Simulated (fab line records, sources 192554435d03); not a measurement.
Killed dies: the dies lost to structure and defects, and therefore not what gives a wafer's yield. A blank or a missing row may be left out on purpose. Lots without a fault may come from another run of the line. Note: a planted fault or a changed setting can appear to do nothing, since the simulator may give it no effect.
Chamber matching / flow n5-finfet / pecvd-01 running N5_BEOL_M4_PECVD_72: 3 sister chambers
The step deposits SiO2 from TEOS/O2, target thk 16 nm, time 18 s. 6 wafers are shown with their chamber, then 7 later ones without.

## WAFERS PAIRED WITH THEIR CHAMBERS
wafer=L077.5; chamber=0; throttle-valve-pct (%)=23.8; heater-power-w (W)=618
wafer=L083.4; chamber=2; throttle-valve-pct (%)=22.3; heater-power-w (W)=651
wafer=L086.3; chamber=0; throttle-valve-pct (%)=23.7; heater-power-w (W)=603
wafer=L086.6; chamber=1; throttle-valve-pct (%)=23.6; heater-power-w (W)=780
wafer=L090.1; chamber=1; throttle-valve-pct (%)=23.3; heater-power-w (W)=793
wafer=L090.3; chamber=2; throttle-valve-pct (%)=22.0; heater-power-w (W)=614

## WAFERS WHOSE CHAMBER IS MISSING
wafer=L090.5; throttle-valve-pct (%)=23.7; heater-power-w (W)=670
wafer=L091.2; throttle-valve-pct (%)=22.2; heater-power-w (W)=711
wafer=L091.5; throttle-valve-pct (%)=23.9; heater-power-w (W)=659
wafer=L091.6; throttle-valve-pct (%)=22.4; heater-power-w (W)=684
wafer=L096.4; throttle-valve-pct (%)=22.3; heater-power-w (W)=575
wafer=L096.5; throttle-valve-pct (%)=23.3; heater-power-w (W)=709
wafer=L096.6; throttle-valve-pct (%)=22.3; heater-power-w (W)=561

## CHAMBER TAKEN BY EACH
wafer=L090.5; from the rows above=0; in truth=0
wafer=L091.2; from the rows above=2; in truth=2
wafer=L091.5; from the rows above=0; in truth=0
wafer=L091.6; from the rows above=2; in truth=2
wafer=L096.4; from the rows above=2; in truth=2
wafer=L096.5; from the rows above=can't be placed: 1 or 0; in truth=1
wafer=L096.6; from the rows above=2; in truth=2
Placed correctly: 6 of 7. Can't be placed from these rows: 1 (the true chamber is among the candidates in 1). Placed wrongly: 0.
How it was worked out, from the rows above alone: a wafer's distance from a chamber is the root of the sum, over the readings, of the square of ((its reading less the chamber's mean) divided by the reading's scatter). If the next closest chamber is less than 2 further off than the closest, the wafer can't be placed; otherwise it belongs to the closest. The mean given for a chamber averages the wafers shown for that chamber. The scatter: take each reading less its chamber's mean, square it, sum over the shown wafers, divide by the number of wafers less the number of chambers, and take the root.
